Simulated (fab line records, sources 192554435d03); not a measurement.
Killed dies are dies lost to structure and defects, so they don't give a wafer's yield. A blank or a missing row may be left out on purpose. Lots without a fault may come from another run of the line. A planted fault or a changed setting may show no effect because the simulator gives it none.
Which tool did it? | flow n5_finfet | 14 lots, 42 wafers sampled, at 1 step of a route of 1938

WHAT THE GAUGES READ, wafer by wafer
N5_BEOL_M14_OVL_MEAS_11. Usual: V13_OVL -1 nm, standard deviation 6.7.
lot  | measured     | on         | V13_OVL (nm) | flag
L515 | day 11 10:44 | overlay-01 | -5 -8 2      |
L517 | day 11 11:29 | overlay-01 | -10 -2 -5    |
L520 | day 12 10:01 | overlay-01 | 8 11 9       |
L522 | day 12 20:53 | overlay-02 | -9 -10 -11   |
L524 | day 12 23:16 | overlay-01 | -9 -5 -3     |
L526 | day 13 11:15 | overlay-01 | 0 -1 3       |
L527 | day 13 22:06 | overlay-02 | -14 4 1      |
L531 | day 14 14:41 | overlay-01 | 13 4 5       |
L533 | day 15 13:37 | overlay-01 | 3 -2 4       |
L536 | day 16 01:31 | overlay-02 | 5 4 -4       |
L534 | day 16 02:46 | overlay-02 | 3 5 0        |
L535 | day 16 05:29 | overlay-02 | -1 -1 -5     |
L537 | day 16 13:28 | overlay-02 | -1 -4 -2     |
L538 | day 16 17:47 | overlay-02 | -1 -3 8      |

WHICH TOOL RAN EACH LOT (tool, then ch and the chambers of the sampled wafers, then the start)
The record holds no process step before these readings.

WHAT THE TOOLS THEMSELVES READ (means of the sampled wafers that have a number; where no wafer has one, the mark that the record gives instead)
The record holds no such reading with a usual standard deviation.

THE ANSWER, worked out from the rows above alone
Rule: a lot is off if the mean of its wafers that have a number lies more than 3 standard deviations from the usual mean. A lot without any number at a reading at which 4 lots or more have one is off too. The other lots that the step has rows for count as sound. The gauges are gone through in route order, then the tools' own readings, and for those a lot's mean is taken as printed above. The first step at which some lot is off is used, and at that step the reading that is off furthest; a lot without a number counts as furthest.
No lot is off at any reading shown: from this, nothing can be told.

WHAT THE SIMULATOR HAD PUT IN
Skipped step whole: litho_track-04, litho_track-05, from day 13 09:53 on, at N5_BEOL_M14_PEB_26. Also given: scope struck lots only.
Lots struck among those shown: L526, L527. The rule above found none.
